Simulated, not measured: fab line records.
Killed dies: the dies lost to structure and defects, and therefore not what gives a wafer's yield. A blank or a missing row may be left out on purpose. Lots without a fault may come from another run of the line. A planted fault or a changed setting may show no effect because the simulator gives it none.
Code-filled problem report in 8D (eight disciplines) form	flow nand_harc	the parts of the form that need people (team, actions taken, sign-off) are left out

== 1. WHAT WENT WRONG ==
Mean of killed_at_other at NHARC_END_SORT_01: 92.8 across 6 wafers in 2 lots; on wafers with no fault it is 1.0 (standard deviation 1.3). That puts it +71 standard deviations away from the usual mean.
Earliest sighting: wafer L828.1 on prober-01 at day 29 12:16. Wafers with a number at this step in the record: 9, from 3 lots. The rule behind "out" and "out of limits": a value lying over 4 standard deviations away from the usual mean. The other wafers with a number count as sound.

== 2. WHAT IT IS, AND WHAT IT ISN'T ==
question	is	is not
which readings at this step	killed_at_other, sort_bin_3_pct	killed_at_array, killed_open, killed_short
which lots	L828, L830	L817
which wafers of those lots	all that have a number	-
read on which gauges	prober-01	-
when	from day 29 12:16	up to then (3 sound wafers)

== 3. WHAT RULES OUT EACH SUSPECT ==
Counting: a tool at a process step up to the reading stays a suspect if it ran every lot that is out and no sound lot after the first of them.
- the gauge at NHARC_END_SORT_01: kept. All the wafers that are out were read on prober-01, and no step on other tools shows them out.
- pvd_sputter-03 at NHARC_THIN_TSV_DEGAS_49 (time 120 s): kept. It ran every lot that is out, first L828 (day 28 22:38), and no sound lot after that.
- pvd_sputter-03 at NHARC_THIN_TSV_PRE_CLEAN_50 (time 30 s): kept. It ran every lot that is out, first L828 (day 28 22:45), and no sound lot after that.
The count leaves pvd_sputter-03 at NHARC_THIN_TSV_DEGAS_49, pvd_sputter-03 at NHARC_THIN_TSV_PRE_CLEAN_50, and prober-01 at NHARC_END_SORT_01.

== 4. THE CAUSE (what the simulator had put in) ==
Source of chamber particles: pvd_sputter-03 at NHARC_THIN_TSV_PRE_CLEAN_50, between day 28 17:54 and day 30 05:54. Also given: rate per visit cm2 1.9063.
Of the 3 suspects that counting leaves, this tool is one.

== 5. SEQUENCE OF EFFECTS, ordered by route ==
Each row: a reading where the mean over the struck wafers with a number is more than 3 standard deviations away from the usual. Readings are gone through only where the record gives a usual standard deviation; hours: the median, over the lots, of the time from a lot's start at the first step in this table giving one to that lot's start at this step; sigmas: the change measured in usual standard deviations.
hours	step	reading	usual	on struck wafers	change	sigmas
0	NHARC_END_SORT_01	defect_limited_yield	92.4 %	80.7	-11.7	-5.3
0	NHARC_END_SORT_01	killed_at_other	1.0	92.8	+91.8	+71
0	NHARC_END_SORT_01	killed_dies	51	131	+80	+5.3
0	NHARC_END_SORT_01	sort_bin_2_pct	2.7 %	7.8	+5.1	+4.6
0	NHARC_END_SORT_01	sort_bin_3_pct	0.6 %	5.4	+4.8	+14
0	NHARC_END_SORT_01	sort_n_pass	626	546	-80	-5.3
0	NHARC_END_SORT_01	sort_yield_pct	92.4 %	80.7	-11.7	-5.3

== 6. WHAT WOULD HAVE CAUGHT IT SOONER ==
18 hours passed between the start of the fault at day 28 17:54 and the first reading out of limits at a measuring or inspecting step in this record, taken at day 29 12:16.
An alarm limit of 4 standard deviations would not have fired on the tool readings at NHARC_THIN_TSV_PRE_CLEAN_50 for which the record gives a usual standard deviation, since none of them was out on any struck wafer.
Among the 2 lots that are out, L830 began NHARC_THIN_TSV_PRE_CLEAN_50 on pvd_sputter-03 after day 29 12:16. Putting the tool on hold at that point would have spared it.
